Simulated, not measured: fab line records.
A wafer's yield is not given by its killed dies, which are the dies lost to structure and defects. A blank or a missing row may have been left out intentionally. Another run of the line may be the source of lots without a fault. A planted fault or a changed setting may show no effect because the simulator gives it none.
A struck lot beside a sound one    flow n5-finfet    36 steps out of a route of 1938
Sound: the wafers L451.2, L451.4, L451.5. Struck: wafer L464.1 (left out: L464.4, a lot-mate that was not struck); the cause follows at the end.
Each step with rows lists, per side, the tool, then ch with its chambers, then its first start. Under that, the readings that differ: sound wafers    struck wafers    difference of the means    sigmas: that difference in standard deviations of wafers without a fault.
alike: readings whose means differ by less than 2 such deviations, and words and numbers that are the same on both sides. not compared: withheld readings, readings that some wafer has no value for, bounds like >300 that may hide the same value, and numbers for which the record gives no deviation and whose values overlap.
A row with sigmas, a row that says differs or no value, or rows on one side alone: a step with any of these is where the two part. When numbers do not overlap yet have no deviation, they are printed without sigmas and do not part them. A reading that every wafer of one side lacks parts them only if that side has two wafers or more.

first, 8 steps without rows for these wafers: N5_BEOL_M10_SPUTTER_48 (material Cu, target thk 12 nm, time 2 s); N5_BEOL_M10_ECD_50 (material Cu, target thk 318 nm); N5_BEOL_M10_ANNEAL_51 (time 90 s); N5_BEOL_M10_CMP_52 (polishes, stops on SiCOH lowk, t overpolish 7 s, target thk 140 nm); N5_BEOL_M10_PRE_CLEAN_55 (time 15 s); N5_BEOL_M10_DEP_56 (deposits SiCN from 3MS/NH3, target thk 15 nm, time 26.5 s); N5_BEOL_M11_ILD_DEP_00 (deposits SiCOH lowk from DEMS/porogen, target thk 308.51 nm, time 58 s); N5_BEOL_M11_CURE_71 (cures SiCOH lowk, time 240 s).
N5_BEOL_M11_PECVD_70: deposits SiO2 from TEOS/O2, target thk 20 nm, time 22.7 s.
  sound on pecvd-03 ch 1,2, day 13 01:14; struck on pecvd-03 ch 0, day 16 12:22
reading                                      sound           struck  difference  sigmas
model.SiO2_of_BEOL_M11_PECVD_70.thk-nm (nm)  19.8 20.2 19.8  34.6    +14.7       
  alike: heater-power-w, rf-fwd-power-W, showerhead-plenum-p-Torr, throttle-valve-pct
then, 24 steps without rows for these wafers: N5_BEOL_M11_HM_DEP_02 (deposits TiN, target thk 20 nm); N5_BEOL_M11_COAT_59 (time 60 s, resist thk 100 nm); N5_BEOL_M11_COAT_60 (time 60 s, resist thk 30 nm); N5_BEOL_M11_COAT_05 (resist thk 90 nm); N5_BEOL_M11_EBR_07; N5_BEOL_M11_SOFTBAKE_06 (time 60 s); N5_BEOL_M11_EXPOSE_08 (exposes mask M11); N5_BEOL_M11_PEB_09 (peb time 60 s); N5_BEOL_M11_DEVELOP_10 (develop time 30 s); N5_BEOL_M11_DESCUM_16 (chemistry O2, time 7.9 s); N5_BEOL_M11_ETCH_61 (etches SiARC in CF4, target depth 39 nm, time 65 s); N5_BEOL_M11_ETCH_62 (etches SOC in N2/H2, target depth 110 nm, overetch 22 nm, time 165 s); N5_BEOL_M11_STRIP_68 (strips in N2/H2); N5_BEOL_M11_STRIP_67 (strips in CF4); N5_BEOL_M11_HM_OPEN_17 (chemistry Cl2/BCl3, target TiN, target depth 20 nm, overetch 6 nm); N5_BEOL_M11_STRIP_19 (strips in O2); N5_BEOL_M11_COAT_63 (time 60 s, resist thk 100 nm); N5_BEOL_M11_COAT_64 (time 60 s, resist thk 30 nm); N5_BEOL_M11_COAT_22 (resist thk 90 nm); N5_BEOL_M11_EBR_24; N5_BEOL_M11_SOFTBAKE_23 (time 60 s); N5_BEOL_M11_EXPOSE_25 (exposes mask V10); N5_BEOL_M11_PEB_26 (peb time 60 s); N5_BEOL_M11_DEVELOP_27 (develop time 30 s).
N5_BEOL_M11_HM_STRIP_39: strips TiN in peroxide tin strip, target depth 25 nm, time 158 s.
  sound on wet-bench-01 ch 3,4,7, day 13 03:49; struck on wet-bench-03 ch 5, day 16 19:12
reading                                      sound         struck  difference  sigmas
model.SiO2_of_BEOL_M11_PECVD_70.thk-nm (nm)  19.6 20 19.6  34.4    +14.7       
N5_BEOL_M11_CMP_52: polishes, stops on SiCOH lowk, t overpolish 7 s, target thk 140 nm.
  sound on cmp-02 ch 0,1, day 13 05:29; struck on cmp-03 ch 0, day 16 22:07
reading                       sound              struck  difference  sigmas
barrier-field-endpoint-s (s)  29.9 29.4 29.0     47.1    +17.7       +16
overpolish-run-s (s)          6.994 7.000 6.994  0.037   -6.959      -99 or more
  alike: motor-current-A, platen-rpm
N5_PASSIVATION_PROBE_49:
  sound wafers here have rows in the record (prober-01, day 14 23:33); struck ones have none

== WHERE THEY PART ==
At N5_BEOL_M11_CMP_52 first; at N5_PASSIVATION_PROBE_49 last (within this record only).

WHY: the cause the simulator had injected
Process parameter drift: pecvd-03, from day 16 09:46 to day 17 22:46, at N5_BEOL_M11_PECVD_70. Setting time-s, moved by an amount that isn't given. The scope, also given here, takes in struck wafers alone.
